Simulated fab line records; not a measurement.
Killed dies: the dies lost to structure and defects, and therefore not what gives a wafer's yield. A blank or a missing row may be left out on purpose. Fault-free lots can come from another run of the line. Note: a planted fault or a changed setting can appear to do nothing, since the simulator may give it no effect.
Matching of chambers + flow n5 finfet + N5_BEOL_M4_CO_CAP_55 on cvd co-01 has 3 sister chambers
The step material Co, precursor CCTBA/H2, target thk 2 nm, time 102.1 s. 6 wafers are shown with their chamber, then 12 later ones without.

## WAFERS PAIRED WITH THEIR CHAMBERS
| wafer  | chamber | heater power w (W) |
|--------|---------|--------------------|
| L087.6 | 1       | 231                |
| L089.1 | 0       | 226                |
| L089.4 | 2       | 274                |
| L090.4 | 0       | 228                |
| L090.5 | 2       | 280                |
| L090.6 | 1       | 231                |

## WAFERS WITH NO CHAMBER GIVEN
| wafer  | heater power w (W) |
|--------|--------------------|
| L091.1 | 228                |
| L091.2 | 285                |
| L091.4 | 230                |
| L095.1 | 276                |
| L095.3 | 226                |
| L095.5 | 233                |
| L094.1 | 275                |
| L094.2 | 225                |
| L094.3 | 221                |
| L096.1 | 278                |
| L096.5 | 273                |
| L096.6 | 225                |

## WHICH CHAMBER EACH ONE RAN IN
| wafer  | from the rows above     | in truth |
|--------|-------------------------|----------|
| L091.1 | can't be placed: 0 or 1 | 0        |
| L091.2 | 2                       | 2        |
| L091.4 | can't be placed: 1 or 0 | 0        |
| L095.1 | 2                       | 2        |
| L095.3 | can't be placed: 0 or 1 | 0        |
| L095.5 | can't be placed: 1 or 0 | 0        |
| L094.1 | 2                       | 2        |
| L094.2 | can't be placed: 0 or 1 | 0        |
| L094.3 | can't be placed: 0 or 1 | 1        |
| L096.1 | 2                       | 2        |
| L096.5 | 2                       | 2        |
| L096.6 | can't be placed: 0 or 1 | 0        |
5 of 12 placed correctly. Unplaceable from these rows: 7, with the true chamber sitting among the candidates in 7. Number placed wrongly: 0.
How it was worked out, from the rows above alone: a wafer's distance from a chamber is the root of the sum, over the readings, of the square of ((its reading less the chamber's mean) divided by the reading's scatter). The wafer belongs to the nearest chamber; if the next one is less than 2 further off, it can't be placed. Each chamber's mean is taken over the wafers shown for it. The scatter: the root of (the sum of the squares of (reading less its chamber's mean) over the shown wafers, divided by (wafers less chambers)).
